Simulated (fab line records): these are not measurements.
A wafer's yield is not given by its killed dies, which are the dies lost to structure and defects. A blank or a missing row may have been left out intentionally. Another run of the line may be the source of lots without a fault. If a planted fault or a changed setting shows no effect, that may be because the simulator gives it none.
Matching of chambers    flow n5 finfet    N5_BEOL_M2_ETCH_74 on rie diel-04 has 4 sister chambers
The step etches underlayer in N2/H2, target depth 6.5 nm, time 5.2 s. 16 wafers are shown with their chamber, then 8 later ones without.

== WAFERS, EACH WITH ITS CHAMBER ==
wafer   chamber  drypump motor current A (A)  showerhead plenum p Torr (Torr)  throttle valve pct (%)
L078.1  1        5.1                          2.61                             18.10
L078.4  0        5.9                          2.52                             17.68
L078.6  2        4.8                          2.61                             18.31
L080.1  2        4.8                          2.61                             18.32
L080.5  1        5.1                          2.60                             18.12
L080.6  2        4.8                          2.61                             18.33
L082.1  0        6.0                          2.52                             17.71
L082.3  3        5.4                          2.48                             17.39
L082.5  0        5.9                          2.51                             17.71
L083.1  1        5.1                          2.60                             18.14
L083.2  2        4.8                          2.61                             18.37
L083.5  0        5.9                          2.51                             17.74
L085.1  2        4.8                          2.61                             18.31
L085.2  0        5.9                          2.51                             17.73
L085.6  1        5.1                          2.60                             18.15
L087.1  1        5.1                          2.60                             18.14

SIGNATURES (averages over the wafers above)
reading                   chamber 0  chamber 1  chamber 2  chamber 3  scatter within a chamber
drypump motor current A   5.920      5.100      4.800      5.400      0.0258
showerhead plenum p Torr  2.5140     2.6020     2.6100     2.4800     0.00408
throttle valve pct        17.7140    18.1300    18.3280    17.3900    0.0227
Rule: for each reading, subtract the chamber's mean from the wafer's reading, divide by that reading's scatter and square the result; add these up over the readings and take the root, which gives the wafer's distance from the chamber. If the next closest chamber is less than 2 further off than the closest, the wafer can't be placed; otherwise it belongs to the closest. The scatter: the root of (the sum of the squares of (reading less its chamber's mean) over the shown wafers, divided by (wafers less chambers)).

== WAFERS MISSING THEIR CHAMBER ==
wafer   drypump motor current A (A)  showerhead plenum p Torr (Torr)  throttle valve pct (%)
L087.2  5.9                          2.51                             17.76
L087.3  5.4                          2.47                             17.43
L089.1  5.9                          2.51                             17.76
L089.2  5.1                          2.59                             18.17
L089.5  5.9                          2.51                             17.74
L094.2  4.8                          2.60                             17.86
L094.3  5.4                          2.47                             17.46
L094.5  5.9                          2.50                             17.78

== WHICH CHAMBER EACH WENT THROUGH ==
wafer    from the rows above   in truth
L087.2   0                     0
L087.3   3                     3
L089.1   0                     0
L089.2   1                     1
L089.5   0                     0
L094.2   1                     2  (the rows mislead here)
L094.3   3                     3
L094.5   0                     0
Correct placement for 7 of the 8. Left unplaced by these rows: 0. 1 placed wrongly.
